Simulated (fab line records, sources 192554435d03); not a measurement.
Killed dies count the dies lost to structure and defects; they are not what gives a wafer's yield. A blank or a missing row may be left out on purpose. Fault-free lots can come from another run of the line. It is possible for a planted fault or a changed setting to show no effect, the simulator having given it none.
Chamber matching	flow n5 finfet	N5_BEOL_M5_DESCUM_33 on rie diel-01 has 4 sister chambers
The step chemistry O2, time 7 s. 4 wafers are shown with their chamber, then 9 later ones without.

== EACH WAFER AND ITS CHAMBER ==
wafer	chamber	drypump motor current A (A)
L083.2	1	6.5
L087.2	2	6.0
L087.3	0	6.0
L087.4	3	5.0

== WAFERS WITH NO CHAMBER GIVEN ==
wafer	drypump motor current A (A)
L091.2	5.0
L091.4	6.0
L091.5	6.0
L090.1	6.5
L090.2	6.0
L090.3	6.0
L097.2	6.5
L097.3	6.1
L097.6	6.1

== EACH ONE'S CHAMBER ==
wafer	from the rows above	in truth
L091.2	3	3
L091.4	can't be placed: 0 or 2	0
L091.5	can't be placed: 0 or 2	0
L090.1	1	1
L090.2	can't be placed: 0 or 2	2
L090.3	can't be placed: 0 or 2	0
L097.2	1	1
L097.3	can't be placed: 0 or 2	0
L097.6	can't be placed: 0 or 2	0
Correctly placed: 3 of 9. Cannot be placed on the basis of these rows: 6; the candidates contain the true chamber in 6. 0 placed wrongly.
How it was worked out, from the rows above alone: a wafer's distance from a chamber is the root of the sum, over the readings, of the square of ((its reading less the chamber's mean) divided by the reading's scatter). The wafer belongs to the nearest chamber; if the next one is less than 2 further off, it can't be placed. For every chamber, the mean is computed from those of its wafers that are shown. The scatter: with one shown wafer a chamber, the root of the mean of the squares of how far each hidden wafer lies from its nearest shown one.
